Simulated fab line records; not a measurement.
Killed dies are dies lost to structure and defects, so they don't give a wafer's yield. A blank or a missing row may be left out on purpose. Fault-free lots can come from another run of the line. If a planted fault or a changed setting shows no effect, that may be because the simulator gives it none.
Lot-split experiment    flow n5_finfet    route with 1938 steps; 7 lots, 39 wafers read

== SPLIT DETAILS ==
At N5_SD_EPI_N_LINER_46 (material SiNx, target thk 3 nm), the setting target_thk_a was moved away from the recipe's 30 angstrom on 15 of the 39 wafers read, by -13.1% to +15.9%. The other wafers ran this setting at the recipe's value.

The reading comes from the split's own step.

== THE READING ==
SiNx_of_SD_EPI_N_LINER_46.thk_nm (the simulator's own value, which no gauge read), in nm, at N5_SD_EPI_N_LINER_46 (material SiNx, target thk 3 nm). No usual value for it is given in the file.

wafer   tool, chamber at the split  target_thk_a as run, angstrom  against the recipe  SiNx_of_SD_EPI_N_LINER_46.thk_nm, nm  against lot-mates on the recipe
L077.1  ald_sin-01, 3,1,0           34.76                          +15.9%              3.4                                   +0.4
L077.4  ald_sin-01, 3,1,0           34.76                          +15.9%              3.4                                   +0.4
L077.6  ald_sin-01, 3,1,0           34.76                          +15.9%              3.4                                   +0.4
L077.2  ald_sin-01, 0,2,1           30                             recipe              3                                     -
L077.3  ald_sin-01, 0,2,1           30                             recipe              3                                     -
L077.5  ald_sin-01, 0,2,1           30                             recipe              3                                     -
L082.1  ald_sin-01, 1,0,3           30                             recipe              3                                     -
L082.3  ald_sin-01, 1,0,3           30                             recipe              3                                     -
L082.4  ald_sin-01, 1,0,3           30                             recipe              3                                     -
L082.2  ald_sin-01, 2,1,2           26.07                          -13.1%              2.6                                   -0.4
L082.5  ald_sin-01, 2,1,2           26.07                          -13.1%              2.6                                   -0.4
L082.6  ald_sin-01, 2,1,2           26.07                          -13.1%              2.6                                   -0.4
L088.1  ald_sin-02, 2,0,3           30                             recipe              3                                     -
L088.4  ald_sin-02, 2,0,3           30                             recipe              3                                     -
L088.5  ald_sin-02, 2,0,3           30                             recipe              3                                     -
L089.1  ald_sin-01, 0,1,0           30                             recipe              3                                     -
L089.4  ald_sin-01, 0,1,0           30                             recipe              3                                     -
L089.5  ald_sin-01, 0,1,0           30                             recipe              3                                     -
L089.2  ald_sin-01, 3,2             31.29                          +4.3%               3.2                                   +0.2
L089.3  ald_sin-01, 3,2             31.29                          +4.3%               3.2                                   +0.2
L089.6  ald_sin-01, 3               31.29                          +4.3%               3                                     +0.0
L095.1  ald_sin-01, 0,3,3           30                             recipe              3                                     -
L095.4  ald_sin-01, 0,3,3           30                             recipe              3                                     -
L095.6  ald_sin-01, 0,3,3           30                             recipe              3                                     -
L095.2  ald_sin-01, 1,2,2           32.04                          +6.8%               3.2                                   +0.2
L095.3  ald_sin-01, 1,2,2           32.04                          +6.8%               3.2                                   +0.2
L095.5  ald_sin-01, 1,2,2           32.04                          +6.8%               3.2                                   +0.2
L096.1  ald_sin-01, 1,2,0,2,0,1     30                             recipe              3                                     -
L096.2  ald_sin-01, 1,2,0,2,0,1     30                             recipe              3                                     -
L096.3  ald_sin-01, 1,2,0,2,0,1     30                             recipe              3                                     -
L096.4  ald_sin-01, 1,2,0,2,0,1     30                             recipe              3                                     -
L096.5  ald_sin-01, 1,2,0,2,0,1     30                             recipe              3                                     -
L096.6  ald_sin-01, 1,2,0,2,0,1     30                             recipe              3                                     -
L097.1  ald_sin-01, 1,3,0           30                             recipe              3                                     -
L097.2  ald_sin-01, 1,3,0           30                             recipe              3                                     -
L097.4  ald_sin-01, 1,3,0           30                             recipe              3                                     -
L097.3  ald_sin-01, 2               31.35                          +4.5%               3.2                                   +0.2
L097.5  ald_sin-01, 2               31.35                          +4.5%               3.2                                   +0.2
L097.6  ald_sin-01, 3               31.35                          +4.5%               3                                     +0.0
Rows listing several chambers each stand for several wafers; the file does not say which wafer went through which chamber.

FIT RESULTS
A straight line over all 39 wafers: SiNx_of_SD_EPI_N_LINER_46.thk_nm changes by +0.0279 nm for each +1% of target_thk_a; r = +0.97; the points scatter about the line by 0.041 nm.
The same after taking each lot's own level away (the mean of its wafers on the recipe; 39 wafers): +0.0279 nm for each +1%; r = +0.97; scatter 0.041 nm.
According to that fit, moving target_thk_a by its largest amount changes the reading by 0.44 nm.
The lots' own levels span 3.00 to 3.00 nm.
The two slopes are in agreement: the lot-to-lot level therefore moves the slope only a little.
Check: with one of the wafers moved furthest among these (+15.9%) left out of the fit, the line predicts +0.447 nm for it against its lot-mates. It came out at +0.4 nm against them.

== THE OTHER SPLITS THESE WAFERS WENT THROUGH ==
Note: prior to the reading, these wafers also went through further splits. Each is held against what the fit with the lots' levels taken away leaves over:
other split on the same wafers        wafers away from the commonest value  r with SiNx_of_SD_EPI_N_LINER_46.thk_nm (lot level and that fit taken away)
N5_FIN_SAQP_ETCH_52 source_w          12                                    -0.01
N5_DUMMY_GATE_EXPOSE_12 dose_mj       15                                    +0.15
N5_DUMMY_GATE_ETCH_37 source_w        9                                     +0.01
N5_DUMMY_GATE_ETCH_31 target_depth_a  15                                    -0.15

== THE FILE'S OWN FIT ==
SiNx_of_SD_EPI_N_LINER_46.thk_nm changes by +0.0278 nm for each +1% of target_thk_a, r = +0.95.
